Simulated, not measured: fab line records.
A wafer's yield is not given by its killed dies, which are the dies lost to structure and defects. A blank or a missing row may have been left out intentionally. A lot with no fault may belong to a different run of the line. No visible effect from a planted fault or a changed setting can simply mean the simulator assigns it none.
fab line records + flow n5Finfet
record
- lots=11
- wafers=33
- lastDay=18
route steps=1938 shown MIM_TOP_LITHO@1848 MIM_TOP_ETCH@1851 MIM_BOT_ETCH@1868 PASS1_CAP@1874 TV_LITHO@1885 PASSIVATION@1936
lots untouched by any fault: they come from a run of this same line in which no faults occurred
startH: start of the lot's first displayed wafer, in hours after the record's first day + waitH: how many hours have passed since the lot's step before this one + " unchanged from the row above + L1.1+2: a row that stands for several wafers + - no value, or no start was given + * or withheld: withheld + < > ~ a bound
route shown NAME@n: NAME is a module with steps in the file, n the number in the route of the first one + usual: the fault-free wafers' mean and standard deviation + same: alike in all rows + chamber/n: place in a boat + sites: the reading at each site + _std_site: the standard deviation of these + _edge_site: inner sites' mean taken away from outer sites' mean + radiusMm: for every site, how far away it sits from the centre of the wafer + mask NAME#n: copy n + behind: the last tool/chamber to shape the wafer + hold: the reason the lot was held/the length of the hold in hours/how it ended + device: the transistor (n, p or np) that didn't switch + end of line: the route-end tests of the same wafers + where a step has no rows: the recipe by itself + killed: dies that structure and defects cost at the first sort, which is not the same as the wafer's yield + map: a wafer's dies, marking killed ones x, the rest . and places with no die _
set.NAME: the setting as run; set.NAME@STEP: as run at that earlier step + model.NAME: the simulator's own value behind a step, which no gauge read
route steps across a sampled set of lots; one table per step, one row per wafer
services: when a tool's chamber went out of use (startH, in hours from the record's first day, below 0 if earlier), for how many hours, and the reason
## steps
# step N5_MIM_TOP_LITHO_OVL_MEAS_11
# recipe
- pointsPerWafer=44
# usual
- MIM_TOP_OVL=-1/5.1
| lot.wafer | tool       | chamber | startH | waitH | MIM_TOP_OVL[nm] |
|-----------|------------|---------|--------|-------|-----------------|
| L901.1    | overlay-02 | 0       | 258.56 | 0.0   | -2              |
| L901.2    | "          | 0       | "      | "     | -8              |
| L901.4    | "          | 0       | "      | "     | -5              |
| L899.2    | overlay-01 | 0       | 259.45 | 0.0   | 4               |
| L899.3    | "          | 0       | "      | "     | 5               |
| L899.4    | "          | 0       | "      | "     | 6               |
| L903.3    | overlay-02 | 0       | 282.32 | 0.0   | 5               |
| L903.5    | "          | 0       | "      | "     | -5              |
| L903.6    | "          | 0       | "      | "     | -2              |
| L905.1    | overlay-01 | 0       | 313.41 | 0.0   | 1               |
| L905.2    | "          | 0       | "      | "     | 3               |
| L905.4    | "          | 0       | "      | "     | 0               |
| L912.1    | overlay-02 | 0       | 345.16 | 0.0   | 2               |
| L912.3    | "          | 0       | "      | "     | 0               |
| L912.4    | "          | 0       | "      | "     | -2              |
| L913.1    | overlay-02 | 0       | 348.59 | 0.0   | -12             |
| L913.4    | "          | 0       | "      | "     | -10             |
| L913.5    | "          | 0       | "      | "     | -10             |
| L915.3    | overlay-02 | 0       | 349.33 | 0.0   | 4               |
| L915.4    | "          | 0       | "      | "     | 5               |
| L915.6    | "          | 0       | "      | "     | 5               |
| L919.1    | overlay-02 | 0       | 375.45 | 0.0   | -2              |
| L919.2    | "          | 0       | "      | "     | -12             |
| L919.4    | "          | 0       | "      | "     | -9              |
| L918.1    | overlay-01 | 0       | 381.79 | 0.0   | -1              |
| L918.2    | "          | 0       | "      | "     | -6              |
| L918.4    | "          | 0       | "      | "     | -2              |
| L920.2    | overlay-02 | 0       | 385.09 | 0.0   | -3              |
| L920.3    | "          | 0       | "      | "     | 11              |
| L920.4    | "          | 0       | "      | "     | 1               |
| L922.1    | overlay-01 | 0       | 411.25 | 0.0   | -1              |
| L922.4    | "          | 0       | "      | "     | -2              |
| L922.5    | "          | 0       | "      | "     | 5               |
# step N5_MIM_TOP_ETCH_ETCH_00
# recipe
- chemistry=Cl2/BCl3
- target=TiN
- targetDepthA=385
- ionEnergyEv=150
- pressureMtorr=10
- icpW=1000
- biasW=126
- Cl2_flow_sccm=53.25
- bcl3FlowSccm=21.75
- Ar_flow_sccm=25
# usual
- drypumpMotorCurrentA=5.5/0.63
- oesProductAu=0.78/0.054
- throttleValvePct=22.60/0.21
| lot.wafer | tool        | chamber | startH | waitH | drypumpMotorCurrentA | oesProductAu | rfHoursCounterH | throttleValvePct |
|-----------|-------------|---------|--------|-------|----------------------|--------------|-----------------|------------------|
| L901.1    | rieMetal-03 | 0       | 258.70 | 0.1   | 4.7                  | 0.89         | 19              | 22.43            |
| L901.2    | "           | 1       | "      | "     | 6.2                  | 0.81         | 31              | 22.58            |
| L901.4    | "           | 1       | "      | "     | 6.2                  | 0.80         | -               | 22.56            |
| L899.2    | rieMetal-03 | 0       | 259.59 | 0.1   | 4.7                  | 0.88         | 19              | 22.43            |
| L899.3    | "           | 1       | "      | "     | 6.2                  | 0.79         | -               | 22.57            |
| L899.4    | "           | 0       | "      | "     | 4.7                  | 0.88         | -               | 22.43            |
| L903.3    | rieMetal-01 | 0       | 282.58 | 0.1   | 6.2                  | 0.79         | -               | 22.44            |
| L903.5    | "           | 1       | "      | "     | 5.0                  | 0.72         | -               | 22.96            |
| L903.6    | "           | 0       | "      | "     | 6.2                  | 0.79         | -               | 22.43            |
| L905.1    | rieMetal-03 | 0       | 313.56 | 0.1   | 4.7                  | 0.87         | 23              | 22.44            |
| L905.2    | "           | 1       | "      | "     | 6.2                  | 0.79         | 35              | 22.60            |
| L905.4    | "           | 1       | "      | "     | 6.2                  | 0.78         | -               | 22.58            |
| L912.1    | rieMetal-03 | 1       | 345.58 | 0.1   | 6.2                  | 0.77         | 38              | 22.57            |
| L912.3    | "           | 1       | "      | "     | 6.2                  | 0.78         | -               | 22.58            |
| L912.4    | "           | 0       | "      | "     | 4.7                  | 0.85         | -               | 22.45            |
| L913.1    | rieMetal-01 | 1       | 348.74 | 0.1   | 5.0                  | 0.71         | 75              | 22.96            |
| L913.4    | "           | 0       | "      | "     | 6.1                  | 0.77         | -               | 22.44            |
| L913.5    | "           | 1       | "      | "     | 5.0                  | 0.70         | -               | 22.96            |
| L915.3    | rieMetal-01 | 0       | 349.54 | 0.1   | 6.1                  | 0.76         | -               | 22.42            |
| L915.4    | "           | 1       | "      | "     | 5.0                  | 0.71         | -               | 22.99            |
| L915.6    | "           | 0       | "      | "     | 6.1                  | 0.76         | -               | 22.44            |
| L919.1    | rieMetal-03 | 0       | 375.60 | 0.1   | 4.7                  | 0.85         | 28              | 22.45            |
| L919.2    | "           | 1       | "      | "     | 6.2                  | 0.77         | 40              | 22.60            |
| L919.4    | "           | 1       | "      | "     | 6.2                  | 0.78         | -               | 22.60            |
| L918.1    | rieMetal-01 | 1       | 382.19 | 0.1   | 5.0                  | 0.70         | 77              | 22.97            |
| L918.2    | "           | 0       | "      | "     | 6.1                  | 0.75         | 49              | 22.45            |
| L918.4    | "           | 0       | "      | "     | 6.1                  | 0.75         | -               | 22.45            |
| L920.2    | rieMetal-01 | 0       | 385.23 | 0.1   | 6.1                  | 0.75         | 49              | 22.46            |
| L920.3    | "           | 1       | "      | "     | 5.0                  | 0.69         | -               | 22.99            |
| L920.4    | "           | 0       | "      | "     | 6.1                  | 0.75         | -               | 22.44            |
| L922.1    | rieMetal-02 | 1       | 411.39 | 0.1   | 5.2                  | 0.80         | 27              | 22.75            |
| L922.4    | "           | 1       | "      | "     | 5.2                  | 0.82         | -               | 22.75            |
| L922.5    | "           | 1       | "      | "     | 5.2                  | 0.80         | -               | 22.76            |
# step N5_MIM_BOT_ETCH_ETCH_00
# recipe
- chemistry=Cl2/BCl3
- target=TiN
- targetDepthA=455
- ionEnergyEv=150
- pressureMtorr=10
- icpW=1000
- biasW=126
- Cl2_flow_sccm=53.25
- bcl3FlowSccm=21.75
- Ar_flow_sccm=25
# usual
- drypumpMotorCurrentA=5.6/0.56
- oesProductAu=0.78/0.05
- throttleValvePct=21.83/0.2
| lot.wafer | tool        | chamber | startH | waitH | drypumpMotorCurrentA | oesProductAu | rfHoursCounterH | throttleValvePct |
|-----------|-------------|---------|--------|-------|----------------------|--------------|-----------------|------------------|
| L901.1    | rieMetal-03 | 1       | 260.05 | 0.1   | 6.2                  | 0.80         | 32              | 21.79            |
| L901.2    | "           | 0       | "      | "     | 4.7                  | 0.88         | 19              | 21.63            |
| L901.4    | "           | 0       | "      | "     | 4.7                  | 0.89         | -               | 21.64            |
| L899.2    | rieMetal-03 | 0       | 260.62 | 0.1   | 4.7                  | 0.87         | 19              | 21.65            |
| L899.3    | "           | 0       | "      | "     | 4.7                  | 0.88         | -               | 21.64            |
| L899.4    | "           | 1       | "      | "     | 6.2                  | 0.79         | -               | 21.79            |
| L903.3    | rieMetal-02 | 0       | 283.78 | 0.1   | 6.0                  | 0.75         | -               | 21.66            |
| L903.5    | "           | 0       | "      | "     | 6.0                  | 0.76         | -               | 21.63            |
| L903.6    | "           | 1       | "      | "     | 5.2                  | 0.86         | -               | 21.93            |
| L905.1    | rieMetal-02 | 1       | 314.52 | 0.1   | 5.2                  | 0.84         | 18              | 21.94            |
| L905.2    | "           | 0       | "      | "     | 6.0                  | 0.74         | 55              | 21.67            |
| L905.4    | "           | 1       | "      | "     | 5.2                  | 0.83         | -               | 21.96            |
| L912.1    | rieMetal-01 | 1       | 346.47 | 0.1   | 5.0                  | 0.70         | 74              | 22.20            |
| L912.3    | "           | 1       | "      | "     | 5.0                  | 0.70         | -               | 22.21            |
| L912.4    | "           | 0       | "      | "     | 6.1                  | 0.76         | -               | 21.66            |
| L913.1    | rieMetal-01 | 1       | 349.83 | 0.1   | 5.0                  | 0.70         | 75              | 22.20            |
| L913.4    | "           | 1       | "      | "     | 5.0                  | 0.70         | -               | 22.18            |
| L913.5    | "           | 1       | "      | "     | 5.0                  | 0.70         | -               | 22.20            |
| L915.3    | rieMetal-01 | 0       | 350.43 | 0.1   | 6.2                  | 0.77         | -               | 21.67            |
| L915.4    | "           | 1       | "      | "     | 5.0                  | 0.71         | -               | 22.19            |
| L915.6    | "           | 1       | "      | "     | 5.0                  | 0.71         | -               | 22.19            |
| L919.1    | rieMetal-03 | 1       | 376.49 | 0.1   | 6.2                  | 0.78         | 40              | 21.81            |
| L919.2    | "           | 0       | "      | "     | 4.7                  | 0.84         | 28              | 21.65            |
| L919.4    | "           | 1       | "      | "     | 6.2                  | 0.77         | -               | 21.79            |
| L918.1    | rieMetal-02 | 0       | 383.09 | 0.1   | 6.1                  | 0.73         | 62              | 21.69            |
| L918.2    | "           | 1       | "      | "     | 5.2                  | 0.82         | 24              | 21.95            |
| L918.4    | "           | 0       | "      | "     | 6.1                  | 0.73         | -               | 21.68            |
| L920.2    | rieMetal-01 | 0       | 386.17 | 0.1   | 6.1                  | 0.76         | 49              | 21.66            |
| L920.3    | "           | 0       | "      | "     | 6.1                  | 0.75         | -               | 21.70            |
| L920.4    | "           | 1       | "      | "     | 5.0                  | 0.71         | -               | 22.21            |
| L922.1    | rieMetal-02 | 1       | 412.49 | 0.1   | 5.2                  | 0.80         | 27              | 21.97            |
| L922.4    | "           | 1       | "      | "     | 5.2                  | 0.81         | -               | 21.99            |
| L922.5    | "           | 1       | "      | "     | 5.2                  | 0.80         | -               | 21.97            |
# step N5_PASSIVATION_PECVD_01
# recipe
- material=SiNx
- targetThkA=2000
- tempC=400
- precursor=SiH4/NH3/N2
- pressureTorr=4.9
- rfW=1406
- timeS=43.2
# usual
- heaterPowerW=397/130
- showerheadPlenumPTorr=8.69/0.052
- throttleValvePct=29.2/0.94
| lot.wafer | tool     | chamber | startH | waitH | heaterPowerW | showerheadPlenumPTorr | throttleValvePct |
|-----------|----------|---------|--------|-------|--------------|-----------------------|------------------|
| L901.1    | pecvd-02 | 1       | 260.73 | 0.0   | 691          | 8.69                  | 27.7             |
| L901.2    | "        | 2       | "      | "     | 412          | 8.78                  | 29.8             |
| L901.4    | "        | 0       | "      | "     | 490          | 8.67                  | 30.2             |
| L899.2    | pecvd-04 | 0       | 261.64 | 0.0   | 318          | 8.71                  | 28.4             |
| L899.3    | "        | 2       | "      | "     | 410          | 8.64                  | 29.3             |
| L899.4    | "        | 0       | "      | "     | 332          | 8.74                  | 28.5             |
| L903.3    | pecvd-01 | 0       | 284.44 | 0.0   | 221          | 8.77                  | 28.6             |
| L903.5    | "        | 1       | "      | "     | 503          | 8.63                  | 30.6             |
| L903.6    | "        | 2       | "      | "     | 233          | 8.63                  | 28.2             |
| L905.1    | pecvd-02 | 2       | 315.20 | 0.0   | 452          | 8.77                  | 30.3             |
| L905.2    | "        | 0       | "      | "     | 654          | 8.63                  | 30.2             |
| L905.4    | "        | 0       | "      | "     | 639          | 8.67                  | 30.4             |
| L912.1    | pecvd-01 | 1       | 347.19 | 0.0   | 423          | 8.63                  | 30.8             |
| L912.3    | "        | 2       | "      | "     | 320          | 8.66                  | 28.5             |
| L912.4    | "        | 1       | "      | "     | 442          | 8.63                  | 31.0             |
| L913.1    | pecvd-01 | 2       | 350.51 | 0.0   | 264          | 8.65                  | 28.2             |
| L913.4    | "        | 0       | "      | "     | 292          | 8.78                  | 29.0             |
| L913.5    | "        | 1       | "      | "     | 482          | 8.61                  | 30.8             |
| L915.3    | pecvd-04 | 1       | 351.10 | 0.0   | 430          | 8.66                  | 29.1             |
| L915.4    | "        | 0       | "      | "     | 293          | 8.74                  | 28.3             |
| L915.6    | "        | 1       | "      | "     | 436          | 8.69                  | 28.8             |
| L919.1    | pecvd-02 | 2       | 377.16 | 0.0   | 427          | 8.77                  | 30.5             |
| L919.2    | "        | 0       | "      | "     | 492          | 8.65                  | 30.0             |
| L919.4    | "        | 2       | "      | "     | 441          | 8.78                  | 30.2             |
| L918.1    | pecvd-04 | 0       | 383.80 | 0.0   | 296          | 8.72                  | 28.5             |
| L918.2    | "        | 2       | "      | "     | 373          | 8.64                  | 29.9             |
| L918.4    | "        | 0       | "      | "     | 303          | 8.73                  | 28.5             |
| L920.2    | pecvd-04 | 1       | 386.88 | 0.0   | 406          | 8.70                  | 28.9             |
| L920.3    | "        | 2       | "      | "     | 440          | 8.65                  | 29.7             |
| L920.4    | "        | 1       | "      | "     | 421          | 8.69                  | 28.8             |
| L922.1    | pecvd-04 | 0       | 413.29 | 0.0   | 323          | 8.72                  | 28.6             |
| L922.4    | "        | 0       | "      | "     | 205          | 8.73                  | 28.5             |
| L922.5    | "        | 2       | "      | "     | 293          | 8.64                  | 30.0             |
# step N5_PASSIVATION_INSPECT_61
# recipe
- mode=adi
- inspectInstrument=macro
# usual
- rawDefectCount=2.2/1.4
| lot.wafer | tool             | chamber | startH | waitH | rawDefectCount |
|-----------|------------------|---------|--------|-------|----------------|
| L901.1    | defectInspect-01 | -       | 263.52 | 0.0   | 1              |
| L901.2    | "                | -       | "      | "     | 1              |
| L901.4    | "                | -       | "      | "     | 2              |
| L899.2    | defectInspect-01 | -       | 263.56 | 0.0   | 3              |
| L899.3    | "                | -       | "      | "     | 2              |
| L899.4    | "                | -       | "      | "     | 1              |
| L903.3    | defectInspect-01 | -       | 285.09 | 0.0   | 2              |
| L903.5    | "                | -       | "      | "     | 5              |
| L903.6    | "                | -       | "      | "     | 4              |
| L905.1    | defectInspect-02 | -       | 315.69 | 0.0   | 2              |
| L905.2    | "                | -       | "      | "     | 2              |
| L905.4    | "                | -       | "      | "     | 3              |
| L912.1    | defectInspect-01 | -       | 348.44 | 0.0   | 1              |
| L912.3    | "                | -       | "      | "     | >300           |
| L912.4    | "                | -       | "      | "     | 2              |
| L915.3    | defectInspect-02 | -       | 351.81 | 0.0   | 1              |
| L915.4    | "                | -       | "      | "     | 4              |
| L915.6    | "                | -       | "      | "     | 3              |
| L913.1    | defectInspect-01 | -       | 352.20 | 0.0   | >300           |
| L913.4    | "                | -       | "      | "     | 2              |
| L913.5    | "                | -       | "      | "     | 1              |
| L919.1    | defectInspect-01 | -       | 377.71 | 0.0   | 3              |
| L919.2    | "                | -       | "      | "     | 0              |
| L919.4    | "                | -       | "      | "     | 4              |
| L918.1    | defectInspect-01 | -       | 384.78 | 0.0   | 5              |
| L918.2    | "                | -       | "      | "     | 0              |
| L918.4    | "                | -       | "      | "     | 3              |
| L920.2    | defectInspect-02 | -       | 387.29 | 0.0   | 5              |
| L920.3    | "                | -       | "      | "     | 1              |
| L920.4    | "                | -       | "      | "     | 3              |
| L922.1    | defectInspect-01 | -       | 413.94 | 0.0   | 1              |
| L922.4    | "                | -       | "      | "     | 1              |
| L922.5    | "                | -       | "      | "     | 1              |
# step N5_PASSIVATION_PROBE_49
# usual
- defectLimitedYield=91.0/1.5
- killed_at_M0_to_M3=34/9.1
- killed_at_M4_up=14/5.7
- killedAtContacts=13/5.7
- killedAtFrontEnd=42/12
- killedAtOther=4/3.4
- killedDies=106/17
- killedOnRim=14/4.3
- killedOpen=70/13
- killedShort=34/7.5
- sort_bin_5_function=5.2/0.94
- sort_bin_6_memory=3.4/0.69
- sort_bin_8_speed=0.00/0.029
- sortNPass=1074/17
- sortYieldPct=91.0/1.5
# same
- grossDies=1180
- killedAtBackSide=0
- sort_bin_4_leakage[%]=0
| lot.wafer | tool      | chamber | startH | waitH | defectLimitedYield[%] | killed_at_M0_to_M3 | killed_at_M4_up | killedAtContacts | killedAtFrontEnd | killedAtOther | killedDies | killedOnRim | killedOpen | killedShort | sort_bin_5_function[%] | sort_bin_6_memory[%] | sort_bin_8_speed[%] | sortNPass | sortYieldPct[%] |
|-----------|-----------|---------|--------|-------|-----------------------|--------------------|-----------------|------------------|------------------|---------------|------------|-------------|------------|-------------|------------------------|----------------------|---------------------|-----------|-----------------|
| L912.1    | prober-02 | -       | 356.70 | 0.0   | 91.9                  | 26                 | 12              | 10               | 45               | 3             | 96         | 12          | 65         | 28          | 4.5                    | 3.2                  | 0                   | 1084      | 91.9            |
| L912.3    | prober-02 | -       | 356.80 | 0.1   | 84.2                  | 25                 | 7               | 13               | 53               | 88            | 186        | 25          | 68         | 30          | 10.3                   | 3.1                  | 0                   | 994       | 84.2            |
| L912.4    | prober-02 | -       | 356.85 | 0.2   | 91.4                  | 21                 | 13              | 13               | 50               | 4             | 101        | 17          | 74         | 24          | 5.4                    | 2.9                  | 0                   | 1079      | 91.4            |
| L915.3    | prober-01 | -       | 358.59 | 0.1   | 92.0                  | 26                 | 11              | 13               | 34               | 10            | 94         | 3           | 50         | 44          | 4.7                    | 3.0                  | 0                   | 1086      | 92.0            |
| L915.4    | prober-01 | -       | 358.64 | 0.2   | 93.1                  | 29                 | 18              | 4                | 28               | 2             | 81         | 13          | 61         | 20          | 3.6                    | 3.1                  | 0                   | 1099      | 93.1            |
| L915.6    | prober-01 | -       | 358.74 | 0.3   | 89.4                  | 50                 | 17              | 17               | 20               | 21            | 125        | 17          | 83         | 41          | 5.8                    | 4.3                  | 0                   | 1055      | 89.4            |
| L913.1    | prober-02 | -       | 359.47 | 0.0   | 85.5                  | 22                 | 13              | 3                | 26               | 107           | 171        | 31          | 41         | 21          | 9.2                    | 3.0                  | 0                   | 1009      | 85.5            |
| L913.4    | prober-02 | -       | 359.62 | 0.2   | 92.5                  | 26                 | 24              | 6                | 23               | 10            | 89         | 11          | 53         | 32          | 4.5                    | 2.6                  | 0                   | 1091      | 92.5            |
| L913.5    | prober-02 | -       | 359.67 | 0.2   | 91.5                  | 26                 | 22              | 10               | 32               | 10            | 100        | 13          | 62         | 36          | 5.0                    | 2.9                  | 0                   | 1080      | 91.5            |
| L919.1    | prober-02 | -       | 383.98 | 0.0   | 91.1                  | 33                 | 11              | 21               | 38               | 2             | 105        | 17          | 72         | 32          | 5.7                    | 2.9                  | 0                   | 1075      | 91.1            |
| L919.2    | prober-02 | -       | 384.03 | 0.1   | 90.2                  | 41                 | 6               | 8                | 59               | 2             | 116        | 19          | 72         | 37          | 5.3                    | 3.5                  | 0                   | 1064      | 90.2            |
| L919.4    | prober-02 | -       | 384.13 | 0.2   | 89.3                  | 63                 | 10              | 13               | 30               | 10            | 126        | 15          | 81         | 43          | 7.0                    | 3.3                  | 0                   | 1054      | 89.3            |
| L920.2    | prober-02 | -       | 395.77 | 0.1   | 91.0                  | 29                 | 19              | 22               | 36               | 0             | 106        | 14          | 81         | 22          | 5.2                    | 3.5                  | 0                   | 1074      | 91.0            |
| L920.3    | prober-02 | -       | 395.82 | 0.1   | 91.7                  | 18                 | 22              | 13               | 43               | 2             | 98         | 10          | 63         | 35          | 5.1                    | 3.1                  | 0                   | 1082      | 91.7            |
| L920.4    | prober-02 | -       | 395.87 | 0.2   | 91.3                  | 35                 | 18              | 12               | 38               | 0             | 103        | 8           | 58         | 41          | 5.2                    | 3.5                  | 0                   | 1077      | 91.3            |
| L922.1    | prober-01 | -       | 421.81 | 0.0   | 93.3                  | 32                 | 9               | 16               | 21               | 1             | 79         | 8           | 58         | 20          | 4.0                    | 2.7                  | 0                   | 1101      | 93.3            |
| L922.4    | prober-01 | -       | 421.96 | 0.2   | 91.9                  | 31                 | 13              | 12               | 37               | 3             | 96         | 7           | 65         | 30          | 3.8                    | 4.1                  | 0                   | 1084      | 91.9            |
| L922.5    | prober-01 | -       | 422.01 | 0.2   | 88.3                  | 49                 | 11              | 25               | 51               | 2             | 138        | 17          | 92         | 44          | 7.5                    | 3.9                  | 0                   | 1042      | 88.3            |
# killed by level:class
L912.1 FIN_SAQP:geometricParticle:open=12 BEOL_M3:geometricParticle:open=7 FIN_SAQP:geometricParticle:short=6 MOL_CONTACT_COAG:geometricParticle:open=6 STI_FIN_REVEAL:geometricParticle:open=5 BEOL_M0_SAQP:geometricParticle:open=5 BEOL_M1:geometricParticle:open=5 DUMMY_GATE:geometricParticle:open=4
L912.3 PASS1_CAP:unspecified=86 FIN_SAQP:geometricParticle:open=17 FIN_SAQP:geometricParticle:short=9 STI_FIN_REVEAL:geometricParticle:open=9 MOL_CONTACT_COAG:geometricParticle:open=9 BEOL_M3:geometricParticle:open=8 BEOL_M0_SAQP:geometricParticle:short=5 DUMMY_GATE:geometricParticle:open=4
L912.4 FIN_SAQP:geometricParticle:open=17 MOL_CONTACT_COAG:geometricParticle:open=12 GATE_CUT:geometricParticle:open=6 BEOL_M0_SAQP:geometricParticle:short=5 BEOL_M3:geometricParticle:open=5 FIN_SAQP:geometricParticle:short=4 STI_FIN_REVEAL:geometricParticle:open=4 DUMMY_GATE:geometricParticle:open=4
L915.3 MOL_CONTACT_COAG:geometricParticle:open=11 FIN_SAQP:geometricParticle:short=9 FIN_SAQP:geometricParticle:open=7 BEOL_M0_SAQP:geometricParticle:short=6 BEOL_M3:geometricParticle:open=6 BEOL_M3:geometricParticle:short=6 PASS1_CAP:geometricParticle:short=5 STI_FIN_REVEAL:geometricParticle:open=3
L915.4 FIN_SAQP:geometricParticle:open=11 BEOL_M0_SAQP:geometricParticle:open=9 BEOL_M3:geometricParticle:open=7 BEOL_M4:geometricParticle:open=6 BEOL_M7:geometricParticle:open=6 FIN_SAQP:geometricParticle:short=5 STI_FIN_REVEAL:geometricParticle:open=5 BEOL_M0_SAQP:geometricParticle:short=5
L915.6 BEOL_M3:geometricParticle:open=14 MOL_CONTACT_COAG:geometricParticle:open=12 BEOL_M0_SAQP:geometricParticle:open=9 BEOL_M1:geometricParticle:open=8 BEOL_M3:geometricParticle:short=7 MOL_CONTACT_COAG:geometricParticle:short=5 BEOL_M4:geometricParticle:open=5 BEOL_M7:geometricParticle:open=5
L913.1 PASS1_CAP:unspecified=104 STI_FIN_REVEAL:geometricParticle:open=7 BEOL_M0_SAQP:geometricParticle:open=7 BEOL_M1:geometricParticle:open=7 FIN_SAQP:geometricParticle:open=5 BEOL_M0_SAQP:geometricParticle:short=5 DUMMY_GATE:geometricParticle:open=4 GATE_CUT:geometricParticle:short=3
L913.4 BEOL_M4:geometricParticle:open=8 BEOL_M0_SAQP:geometricParticle:short=7 BEOL_M2:geometricParticle:open=7 FIN_SAQP:geometricParticle:open=5 BEOL_M0_SAQP:geometricParticle:open=5 BEOL_M4:geometricParticle:short=5 PASS1_CAP:geometricParticle:short=5 GATE_CUT:geometricParticle:open=4
L913.5 BEOL_M5:geometricParticle:open=7 MOL_CONTACT_COAG:geometricParticle:open=7 BEOL_M0_SAQP:geometricParticle:short=7 BEOL_M0_SAQP:geometricParticle:open=5 BEOL_M1:geometricParticle:open=5 BEOL_M3:geometricParticle:open=5 BEOL_M4:geometricParticle:open=5 FIN_SAQP:geometricParticle:open=4
L919.1 MOL_CONTACT_COAG:geometricParticle:open=15 STI_FIN_REVEAL:geometricParticle:open=11 BEOL_M0_SAQP:geometricParticle:open=11 BEOL_M0_SAQP:geometricParticle:short=10 BEOL_M2:geometricParticle:open=7 DUMMY_GATE:geometricParticle:open=6 MOL_CONTACT_COAG:geometricParticle:short=6 STARTING-WAFER:geometricParticle:open=4
L919.2 FIN_SAQP:geometricParticle:open=11 BEOL_M0_SAQP:geometricParticle:short=10 STI_FIN_REVEAL:geometricParticle:open=8 BEOL_M2:geometricParticle:open=8 BEOL_M0_SAQP:geometricParticle:open=7 BEOL_M1:geometricParticle:open=7 HKMG_FIN:areaEtch=7 FIN_SAQP:geometricParticle:short=6
L919.4 BEOL_M0_SAQP:geometricParticle:open=14 BEOL_M0_SAQP:geometricParticle:short=13 MOL_CONTACT_COAG:geometricParticle:open=12 BEOL_M3:geometricParticle:open=12 BEOL_M2:geometricParticle:open=10 BEOL_M4:geometricParticle:open=7 STI_FIN_REVEAL:geometricParticle:open=7 PASS1_CAP:geometricParticle:short=6
L920.2 MOL_CONTACT_COAG:geometricParticle:open=17 STI_FIN_REVEAL:geometricParticle:open=10 BEOL_M1:geometricParticle:open=10 BEOL_M4:geometricParticle:open=8 BEOL_M3:geometricParticle:open=7 FIN_SAQP:geometricParticle:open=6 MOL_CONTACT_COAG:geometricParticle:short=5 BEOL_M5:geometricParticle:open=4
L920.3 BEOL_M4:geometricParticle:open=15 FIN_SAQP:geometricParticle:short=10 MOL_CONTACT_COAG:geometricParticle:open=10 GATE_CUT:geometricParticle:short=8 FIN_SAQP:geometricParticle:open=7 BEOL_M2:geometricParticle:open=6 STI_FIN_REVEAL:geometricParticle:open=4 BEOL_M0_SAQP:geometricParticle:open=4
L920.4 FIN_SAQP:geometricParticle:short=14 BEOL_M1:geometricParticle:open=11 MOL_CONTACT_COAG:geometricParticle:open=10 BEOL_M0_SAQP:geometricParticle:short=9 GATE_CUT:geometricParticle:short=7 STI_FIN_REVEAL:geometricParticle:open=6 FIN_SAQP:geometricParticle:open=5 BEOL_M4:geometricParticle:open=5
L922.1 MOL_CONTACT_COAG:geometricParticle:open=14 BEOL_M2:geometricParticle:open=8 FIN_SAQP:geometricParticle:open=6 BEOL_M0_SAQP:geometricParticle:open=6 BEOL_M0_SAQP:geometricParticle:short=5 BEOL_M1:geometricParticle:open=4 STI_FIN_REVEAL:geometricParticle:open=3 BEOL_M0:geometricParticle:short=3
L922.4 BEOL_M2:geometricParticle:open=10 MOL_CONTACT_COAG:geometricParticle:open=10 BEOL_M3:geometricParticle:open=7 FIN_SAQP:geometricParticle:short=6 FIN_SAQP:geometricParticle:open=6 STI_FIN_REVEAL:geometricParticle:open=5 DUMMY_GATE:geometricParticle:open=5 BEOL_M1:geometricParticle:open=4
L922.5 MOL_CONTACT_COAG:geometricParticle:open=17 FIN_SAQP:geometricParticle:open=16 BEOL_M1:geometricParticle:open=10 BEOL_M3:geometricParticle:open=10 BEOL_M2:geometricParticle:open=9 FIN_SAQP:geometricParticle:short=8 MOL_CONTACT_COAG:geometricParticle:short=8 BEOL_M2:geometricParticle:short=8
## services
| tool        | chamber | startH | hours | kind          |
|-------------|---------|--------|-------|---------------|
| rieMetal-02 | 1       | 238.84 | 7.9   | repair        |
| pecvd-01    | 2       | 269.11 | 12.2  | repair        |
| rieMetal-03 | -       | 276.10 | 14.6  | pm            |
| pecvd-01    | 2       | 300.55 | 5.5   | scheduledDown |
| pecvd-01    | 2       | 327.12 | 5.4   | repair        |
| rieMetal-01 | 1       | 358.54 | 5.4   | repair        |
| pecvd-02    | 0       | 366.57 | 5.5   | scheduledDown |
| pecvd-04    | 0       | 373.37 | 4.0   | repair        |
| pecvd-04    | 1       | 375.24 | 3.6   | repair        |
| pecvd-01    | -       | 379.79 | 2.8   | pm            |
| rieMetal-03 | -       | 382.12 | 1.4   | pm            |
| pecvd-04    | 0       | 397.60 | 2.1   | scheduledDown |
| pecvd-02    | -       | 397.98 | 0.2   | repair        |
| rieMetal-01 | 0       | 403.09 | 3.8   | repair        |
| pecvd-02    | 1       | 403.30 | 5.7   | repair        |
| pecvd-01    | 0       | 411.99 | 2.1   | scheduledDown |
## key
firstSign
- step=N5_PASSIVATION_INSPECT_61
- reading=rawDefectCount
- direction=up
- sigmas=99+
- usual=2.2
- struck=>300
effect
- step=N5_PASSIVATION_PROBE_49
- reading=killedAtOther
- direction=up
- sigmas=27
- usual=4
- struck=98
moreKillsBornAt
- N5_PASSIVATION_PECVD_01@pecvd-01=190
metAt N5_PASSIVATION_PECVD_01
struckLots L912,L913
struckWafers L912.3,L913.1
notActingAt N5_MIM_TOP_LITHO_OVL_MEAS_11,N5_MIM_TOP_ETCH_ETCH_00,N5_MIM_BOT_ETCH_ETCH_00
onsetBetween 284.44 347.19
fault
- kind=chamberParticleSource
- tool=pecvd-01
- chamber=2
- onsetH=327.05
- steps=N5_PASSIVATION_PECVD_01
- ratePerVisitCm2=1.3032
- endH=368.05
